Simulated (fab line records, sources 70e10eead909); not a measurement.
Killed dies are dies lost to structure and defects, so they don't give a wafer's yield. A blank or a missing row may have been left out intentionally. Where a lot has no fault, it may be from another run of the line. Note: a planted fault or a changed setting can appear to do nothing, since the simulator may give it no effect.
Matching of chambers || flow nand harc || NHARC_P_BONDPAD_STRIP_16 on wet bench-10 has 7 sister chambers
The step strips in post etch residue remover, time 600 s. 12 wafers are shown with their chamber, then 7 later ones without.

## WAFERS WITH THEIR CHAMBER
{"wafer": "L607.4", "chamber": 2, "bath heat duty pct (%)": 14.9, "run length s (s)": 602.6}
{"wafer": "L608.4", "chamber": 5, "bath heat duty pct (%)": 12.8, "run length s (s)": 604.3}
{"wafer": "L608.5", "chamber": 7, "bath heat duty pct (%)": 12.0, "run length s (s)": 604.1}
{"wafer": "L608.6", "chamber": 3, "bath heat duty pct (%)": 17.1, "run length s (s)": 603.3}
{"wafer": "L610.1", "chamber": 1, "bath heat duty pct (%)": 15.4, "run length s (s)": 603.8}
{"wafer": "L610.3", "chamber": 7, "bath heat duty pct (%)": 12.7, "run length s (s)": 604.7}
{"wafer": "L610.5", "chamber": 5, "bath heat duty pct (%)": 13.1, "run length s (s)": 603.3}
{"wafer": "L612.2", "chamber": 6, "bath heat duty pct (%)": 13.7, "run length s (s)": 605.2}
{"wafer": "L612.4", "chamber": 3, "bath heat duty pct (%)": 15.4, "run length s (s)": 603.4}
{"wafer": "L612.6", "chamber": 1, "bath heat duty pct (%)": 15.2, "run length s (s)": 603.2}
{"wafer": "L614.1", "chamber": 0, "bath heat duty pct (%)": 11.9, "run length s (s)": 602.3}
{"wafer": "L614.2", "chamber": 2, "bath heat duty pct (%)": 13.9, "run length s (s)": 603.4}

## WAFERS MISSING THEIR CHAMBER
{"wafer": "L614.4", "bath heat duty pct (%)": 16.0, "run length s (s)": 603.3}
{"wafer": "L624.1", "bath heat duty pct (%)": 14.7, "run length s (s)": 603.1}
{"wafer": "L624.2", "bath heat duty pct (%)": 15.5, "run length s (s)": 603.2}
{"wafer": "L624.4", "bath heat duty pct (%)": 10.9, "run length s (s)": 604.8}
{"wafer": "L625.1", "bath heat duty pct (%)": 15.2, "run length s (s)": 605.2}
{"wafer": "L625.2", "bath heat duty pct (%)": 14.8, "run length s (s)": 605.1}
{"wafer": "L625.3", "bath heat duty pct (%)": 12.4, "run length s (s)": 602.2}

## WHICH CHAMBER EACH ONE RAN IN
{"wafer": "L614.4", "from the rows above": "can't be placed: 3 or 1", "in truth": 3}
{"wafer": "L624.1", "from the rows above": "can't be placed: 2 or 1 or 3", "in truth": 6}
{"wafer": "L624.2", "from the rows above": "can't be placed: 1 or 3 or 2", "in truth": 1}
{"wafer": "L624.4", "from the rows above": "can't be placed: 7 or 5 or 6", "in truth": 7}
{"wafer": "L625.1", "from the rows above": "can't be placed: 6 or 1 or 3", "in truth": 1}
{"wafer": "L625.2", "from the rows above": "can't be placed: 6 or 1", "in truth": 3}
{"wafer": "L625.3", "from the rows above": 0, "in truth": 0}
1 of 7 placed correctly. From these rows, 6 cannot be placed; in 4 the true chamber is one of the candidates. Placed wrongly: 0.
How it was worked out, from the rows above alone: a wafer's distance from a chamber is the root of the sum, over the readings, of the square of ((its reading less the chamber's mean) divided by the reading's scatter). If the next closest chamber is less than 2 further off than the closest, the wafer can't be placed; otherwise it belongs to the closest. The mean given for a chamber averages the wafers shown for that chamber. How the scatter is found: for the shown wafers, subtract from each reading the mean of its chamber, square and add these, divide the total by (wafers less chambers), then take the root.
